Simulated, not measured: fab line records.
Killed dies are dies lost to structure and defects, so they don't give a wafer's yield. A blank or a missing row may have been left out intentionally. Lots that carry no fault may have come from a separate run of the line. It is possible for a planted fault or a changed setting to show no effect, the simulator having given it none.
Chamber matching || flow n5_finfet || 4 sister chambers for N5_MOL_CONTACT_COAG_DESCUM_88 on rie_diel-03
The step chemistry O2, time 7 s. 4 wafers are shown with their chamber, then 9 later ones without.

WAFERS, EACH WITH ITS CHAMBER
{"wafer": "L089.3", "chamber": 1, "showerhead_plenum_p_Torr (Torr)": 2.14}
{"wafer": "L091.1", "chamber": 3, "showerhead_plenum_p_Torr (Torr)": 2.09}
{"wafer": "L091.2", "chamber": 0, "showerhead_plenum_p_Torr (Torr)": 2.21}
{"wafer": "L091.3", "chamber": 2, "showerhead_plenum_p_Torr (Torr)": 2.13}

WAFERS MISSING THEIR CHAMBER
{"wafer": "L093.2", "showerhead_plenum_p_Torr (Torr)": 2.09}
{"wafer": "L093.3", "showerhead_plenum_p_Torr (Torr)": 2.13}
{"wafer": "L093.4", "showerhead_plenum_p_Torr (Torr)": 2.21}
{"wafer": "L094.1", "showerhead_plenum_p_Torr (Torr)": 2.21}
{"wafer": "L094.5", "showerhead_plenum_p_Torr (Torr)": 2.21}
{"wafer": "L094.6", "showerhead_plenum_p_Torr (Torr)": 2.13}
{"wafer": "L097.2", "showerhead_plenum_p_Torr (Torr)": 2.08}
{"wafer": "L097.4", "showerhead_plenum_p_Torr (Torr)": 2.13}
{"wafer": "L097.5", "showerhead_plenum_p_Torr (Torr)": 2.21}

WHICH CHAMBER EACH ONE RAN IN
{"wafer": "L093.2", "from the rows above": 3, "in truth": 3}
{"wafer": "L093.3", "from the rows above": 2, "in truth": 2}
{"wafer": "L093.4", "from the rows above": 0, "in truth": 0}
{"wafer": "L094.1", "from the rows above": 0, "in truth": 0}
{"wafer": "L094.5", "from the rows above": 0, "in truth": 0}
{"wafer": "L094.6", "from the rows above": 2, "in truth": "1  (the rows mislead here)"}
{"wafer": "L097.2", "from the rows above": 3, "in truth": 3}
{"wafer": "L097.4", "from the rows above": 2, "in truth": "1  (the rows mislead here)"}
{"wafer": "L097.5", "from the rows above": 0, "in truth": 0}
7 of 9 placed correctly. Number that these rows cannot place: 0. Wrongly placed: 2.
How it was worked out, from the rows above alone: a wafer's distance from a chamber is the root of the sum, over the readings, of the square of ((its reading less the chamber's mean) divided by the reading's scatter). The wafer belongs to the nearest chamber; if the next one is less than 2 further off, it can't be placed. For every chamber, the mean is computed from those of its wafers that are shown. The scatter (one wafer shown for each chamber): square how far every hidden wafer sits from the nearest shown wafer, average those squares and take the square root.
